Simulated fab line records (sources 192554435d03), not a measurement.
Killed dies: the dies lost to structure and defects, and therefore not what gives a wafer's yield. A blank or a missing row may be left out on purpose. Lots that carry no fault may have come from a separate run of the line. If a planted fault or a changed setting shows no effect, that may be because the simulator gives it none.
Split-lot study || flow n5-finfet || 7 lots, 39 wafers read, on a route of 1938 steps

## SPLIT DETAILS
At N5_FIN_SAQP_SPACER2_ALD_28 (deposits SiO2, target thk 8.1 nm, pulse time 1 s, purge time 2 s), the setting target-thk-a was moved away from the recipe's 81 angstrom on 15 of the 39 wafers read, by -34.5% to +54.0%. All remaining wafers had this setting at the recipe value.

## FROM THE SPLIT TO THE READING: what the file shows between them, 9 steps
- N5_FIN_SAQP_SPACER2_ETCHBACK_29: etches SiO2 in CHF3/O2, target depth 12.2 nm, time 6.1 s
- N5_FIN_SAQP_MANDREL2_REMOVE_60: chemistry HBr/Cl2/O2, target a-Si, stops on SiNx, bt time 10 s
- N5_FIN_SAQP_CD_MEAS_31: target cd 8 nm
- N5_FIN_SAQP_HM_OPEN_33: chemistry CH3F/O2, target SiNx, target depth 49.4 nm, time 70.6 s
- N5_FIN_SAQP_ETCH_34: etches SiO2 in C4F6/O2, target depth 45 nm, time 15 s
- N5_FIN_SAQP_STRIP_77: strips in N2/H2, time 90 s
- N5_FIN_SAQP_HM_CD_35: target cd 8 nm
- N5_FIN_SAQP_ETCH_64: etches SiO2 in CF4, target depth 1.5 nm
- N5_FIN_SAQP_FIN_ETCH_36: etches the open film in HBr/Cl2/O2, target depth 120 nm, time 50.4 s

## THE READING
At N5_FIN_SAQP_CD_MEAS_37: cd-nm in nanometres, against a target cd of 8 nm. Typical for fault-free wafers on this fab line: 8.16 nm, with standard deviation 0.27 nm.

{"wafer": "L076.1", "tool, chamber at the split": "ald-sin-04, 3,2", "target-thk-a as run, angstrom": 81, "against the recipe": "recipe", "cd-nm, nm": 8.28, "against lot-mates on the recipe": "-"}
{"wafer": "L076.2", "tool, chamber at the split": "ald-sin-04, 1,3,1,2", "target-thk-a as run, angstrom": 81, "against the recipe": "recipe", "cd-nm, nm": 8.00, "against lot-mates on the recipe": "-"}
{"wafer": "L076.3", "tool, chamber at the split": "ald-sin-04, 3,2", "target-thk-a as run, angstrom": 81, "against the recipe": "recipe", "cd-nm, nm": 8.04, "against lot-mates on the recipe": "-"}
{"wafer": "L076.4", "tool, chamber at the split": "ald-sin-04, 1,3,1,2", "target-thk-a as run, angstrom": 81, "against the recipe": "recipe", "cd-nm, nm": 7.87, "against lot-mates on the recipe": "-"}
{"wafer": "L076.5", "tool, chamber at the split": "ald-sin-04, 1,3,1,2", "target-thk-a as run, angstrom": 81, "against the recipe": "recipe", "cd-nm, nm": 8.33, "against lot-mates on the recipe": "-"}
{"wafer": "L076.6", "tool, chamber at the split": "ald-sin-04, 1,3,1,2", "target-thk-a as run, angstrom": 81, "against the recipe": "recipe", "cd-nm, nm": 8.24, "against lot-mates on the recipe": "-"}
{"wafer": "L078.1", "tool, chamber at the split": "ald-sin-04, 1,0,1", "target-thk-a as run, angstrom": 81, "against the recipe": "recipe", "cd-nm, nm": 7.99, "against lot-mates on the recipe": "-"}
{"wafer": "L078.2", "tool, chamber at the split": "ald-sin-04, 1,0,1", "target-thk-a as run, angstrom": 81, "against the recipe": "recipe", "cd-nm, nm": 8.08, "against lot-mates on the recipe": "-"}
{"wafer": "L078.3", "tool, chamber at the split": "ald-sin-04, 2,3,2", "target-thk-a as run, angstrom": 95.72, "against the recipe": "+18.2%", "cd-nm, nm": 9.42, "against lot-mates on the recipe": "+1.28"}
{"wafer": "L078.4", "tool, chamber at the split": "ald-sin-04, 2,3,2", "target-thk-a as run, angstrom": 95.72, "against the recipe": "+18.2%", "cd-nm, nm": 9.70, "against lot-mates on the recipe": "+1.56"}
{"wafer": "L078.5", "tool, chamber at the split": "ald-sin-04, 2,3,2", "target-thk-a as run, angstrom": 95.72, "against the recipe": "+18.2%", "cd-nm, nm": 9.32, "against lot-mates on the recipe": "+1.18"}
{"wafer": "L078.6", "tool, chamber at the split": "ald-sin-04, 1,0,1", "target-thk-a as run, angstrom": 81, "against the recipe": "recipe", "cd-nm, nm": 8.35, "against lot-mates on the recipe": "-"}
{"wafer": "L083.1", "tool, chamber at the split": "ald-sin-04, 1,3", "target-thk-a as run, angstrom": 81, "against the recipe": "recipe", "cd-nm, nm": 8.34, "against lot-mates on the recipe": "-"}
{"wafer": "L083.2", "tool, chamber at the split": "ald-sin-04, 2,0,3", "target-thk-a as run, angstrom": 60.34, "against the recipe": "-25.5%", "cd-nm, nm": 6.35, "against lot-mates on the recipe": -1.87}
{"wafer": "L083.3", "tool, chamber at the split": "ald-sin-04, 2,0,3", "target-thk-a as run, angstrom": 60.34, "against the recipe": "-25.5%", "cd-nm, nm": 6.00, "against lot-mates on the recipe": -2.22}
{"wafer": "L083.4", "tool, chamber at the split": "ald-sin-04, 2,0,3", "target-thk-a as run, angstrom": 60.34, "against the recipe": "-25.5%", "cd-nm, nm": 5.82, "against lot-mates on the recipe": -2.40}
{"wafer": "L083.5", "tool, chamber at the split": "ald-sin-04, 1,3", "target-thk-a as run, angstrom": 81, "against the recipe": "recipe", "cd-nm, nm": 8.08, "against lot-mates on the recipe": "-"}
{"wafer": "L083.6", "tool, chamber at the split": "ald-sin-04, 0", "target-thk-a as run, angstrom": 81, "against the recipe": "recipe", "cd-nm, nm": 8.25, "against lot-mates on the recipe": "-"}
{"wafer": "L084.1", "tool, chamber at the split": "ald-sin-02, 3,2,3", "target-thk-a as run, angstrom": 124.7, "against the recipe": "+54.0%", "cd-nm, nm": 12.37, "against lot-mates on the recipe": "+4.61"}
{"wafer": "L084.2", "tool, chamber at the split": "ald-sin-02, 0", "target-thk-a as run, angstrom": 81, "against the recipe": "recipe", "cd-nm, nm": 7.43, "against lot-mates on the recipe": "-"}
{"wafer": "L084.3", "tool, chamber at the split": "ald-sin-02, 1", "target-thk-a as run, angstrom": 81, "against the recipe": "recipe", "cd-nm, nm": 7.76, "against lot-mates on the recipe": "-"}
{"wafer": "L084.4", "tool, chamber at the split": "ald-sin-02, 3,2,3", "target-thk-a as run, angstrom": 124.7, "against the recipe": "+54.0%", "cd-nm, nm": 12.21, "against lot-mates on the recipe": "+4.45"}
{"wafer": "L084.5", "tool, chamber at the split": "ald-sin-02, 3,2,3", "target-thk-a as run, angstrom": 124.7, "against the recipe": "+54.0%", "cd-nm, nm": 11.98, "against lot-mates on the recipe": "+4.22"}
{"wafer": "L084.6", "tool, chamber at the split": "ald-sin-02, 0", "target-thk-a as run, angstrom": 81, "against the recipe": "recipe", "cd-nm, nm": 8.09, "against lot-mates on the recipe": "-"}
{"wafer": "L093.1", "tool, chamber at the split": "ald-sin-02, 1,2,3", "target-thk-a as run, angstrom": 53.32, "against the recipe": "-34.2%", "cd-nm, nm": 5.42, "against lot-mates on the recipe": -2.67}
{"wafer": "L093.2", "tool, chamber at the split": "ald-sin-02, 1,2,3", "target-thk-a as run, angstrom": 53.32, "against the recipe": "-34.2%", "cd-nm, nm": 5.64, "against lot-mates on the recipe": -2.45}
{"wafer": "L093.3", "tool, chamber at the split": "ald-sin-02, 3,0,2", "target-thk-a as run, angstrom": 81, "against the recipe": "recipe", "cd-nm, nm": 7.86, "against lot-mates on the recipe": "-"}
{"wafer": "L093.4", "tool, chamber at the split": "ald-sin-02, 3,0,2", "target-thk-a as run, angstrom": 81, "against the recipe": "recipe", "cd-nm, nm": 7.97, "against lot-mates on the recipe": "-"}
{"wafer": "L093.5", "tool, chamber at the split": "ald-sin-02, 1,2,3", "target-thk-a as run, angstrom": 53.32, "against the recipe": "-34.2%", "cd-nm, nm": 5.68, "against lot-mates on the recipe": -2.41}
{"wafer": "L093.6", "tool, chamber at the split": "ald-sin-02, 3,0,2", "target-thk-a as run, angstrom": 81, "against the recipe": "recipe", "cd-nm, nm": 8.43, "against lot-mates on the recipe": "-"}
{"wafer": "L094.1", "tool, chamber at the split": "ald-sin-04, 1", "target-thk-a as run, angstrom": 53.09, "against the recipe": "-34.5%", "cd-nm, nm": 5.36, "against lot-mates on the recipe": -2.48}
{"wafer": "L094.2", "tool, chamber at the split": "ald-sin-04, 0,1", "target-thk-a as run, angstrom": 53.09, "against the recipe": "-34.5%", "cd-nm, nm": 5.43, "against lot-mates on the recipe": -2.41}
{"wafer": "L094.3", "tool, chamber at the split": "ald-sin-04, 3,2,0", "target-thk-a as run, angstrom": 81, "against the recipe": "recipe", "cd-nm, nm": 7.61, "against lot-mates on the recipe": "-"}
{"wafer": "L094.4", "tool, chamber at the split": "ald-sin-04, 3,2,0", "target-thk-a as run, angstrom": 81, "against the recipe": "recipe", "cd-nm, nm": 7.72, "against lot-mates on the recipe": "-"}
{"wafer": "L094.5", "tool, chamber at the split": "ald-sin-04, 0,1", "target-thk-a as run, angstrom": 53.09, "against the recipe": "-34.5%", "cd-nm, nm": 5.03, "against lot-mates on the recipe": -2.81}
{"wafer": "L094.6", "tool, chamber at the split": "ald-sin-04, 3,2,0", "target-thk-a as run, angstrom": 81, "against the recipe": "recipe", "cd-nm, nm": 8.19, "against lot-mates on the recipe": "-"}
{"wafer": "L096.3", "tool, chamber at the split": "ald-sin-04, 0,2", "target-thk-a as run, angstrom": 81, "against the recipe": "recipe", "cd-nm, nm": 7.90, "against lot-mates on the recipe": "-"}
{"wafer": "L096.5", "tool, chamber at the split": "ald-sin-04, 1", "target-thk-a as run, angstrom": 81, "against the recipe": "recipe", "cd-nm, nm": 7.92, "against lot-mates on the recipe": "-"}
{"wafer": "L096.6", "tool, chamber at the split": "ald-sin-04, 0,2", "target-thk-a as run, angstrom": 81, "against the recipe": "recipe", "cd-nm, nm": 8.01, "against lot-mates on the recipe": "-"}
Rows listing several chambers each stand for several wafers; the file does not say which wafer went through which chamber.

THE FIT
A straight line over all 39 wafers: cd-nm changes by +0.0768 nm for each +1% of target-thk-a; r = +0.99; the points scatter about the line by 0.23 nm.
The same after taking each lot's own level away (the mean of its wafers on the recipe; 39 wafers): +0.0789 nm for each +1%; r = +0.99; scatter 0.21 nm.
That fit puts the effect of the largest move of target-thk-a on the reading at 4.3 nm.
From 7.760 to 8.223 nm: that is the span of the lots' own levels, equal to 1.7 times the standard deviation above.
The two slopes are in agreement: the lot-to-lot level therefore moves the slope only a little.
Check: with one of the wafers moved furthest among these (+54.0%) left out of the fit, the line predicts +4.2 nm for it against its lot-mates. Against them it came out at +4.61 nm.

## THE WHOLE CHAIN: every reading that the file lists as answering this split, in the file's order
{"step": "N5_FIN_SAQP_SPACER2_ALD_28", "what it does": "deposits SiO2, target thk 8.1 nm, pulse time 1 s, purge time 2 s", "reading": "SiO2_of_FIN_SAQP_SPACER2_ALD_28.thk-nm (the simulator's own value, which no gauge read)", "change (the file's fit)": "+0.0805 nm for each +1% of the setting", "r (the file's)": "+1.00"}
{"step": "N5_FIN_SAQP_MANDREL2_REMOVE_60", "what it does": "chemistry HBr/Cl2/O2, target a-Si, stops on SiNx, bt time 10 s", "reading": "FIN_SAQP.cd-nm (the simulator's own value, which no gauge read)", "change (the file's fit)": "+0.0794 nm for each +1% of the setting", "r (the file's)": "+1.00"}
{"step": "N5_FIN_SAQP_CD_MEAS_31", "what it does": "target cd 8 nm", "reading": "cd-nm", "change (the file's fit)": "+0.0843 nm for each +1% of the setting", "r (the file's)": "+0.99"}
{"step": "N5_FIN_SAQP_HM_OPEN_33", "what it does": "chemistry CH3F/O2, target SiNx, target depth 49.4 nm, time 70.6 s", "reading": "FIN_SAQP.cd-nm (the simulator's own value, which no gauge read)", "change (the file's fit)": "+0.0799 nm for each +1% of the setting", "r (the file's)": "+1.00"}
{"step": "N5_FIN_SAQP_ETCH_34", "what it does": "etches SiO2 in C4F6/O2, target depth 45 nm, time 15 s", "reading": "FIN_SAQP.cd-nm (the simulator's own value, which no gauge read)", "change (the file's fit)": "+0.0776 nm for each +1% of the setting", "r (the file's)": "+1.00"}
{"step": "N5_FIN_SAQP_HM_CD_35", "what it does": "target cd 8 nm", "reading": "cd-nm", "change (the file's fit)": "+0.0778 nm for each +1% of the setting", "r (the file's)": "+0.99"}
{"step": "N5_FIN_SAQP_CD_MEAS_37", "what it does": "target cd 8 nm", "reading": "cd-nm", "change (the file's fit)": "+0.0788 nm for each +1% of the setting", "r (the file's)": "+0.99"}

## FILE'S OWN FIT
cd-nm changes by +0.0788 nm for each +1% of target-thk-a, r = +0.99.
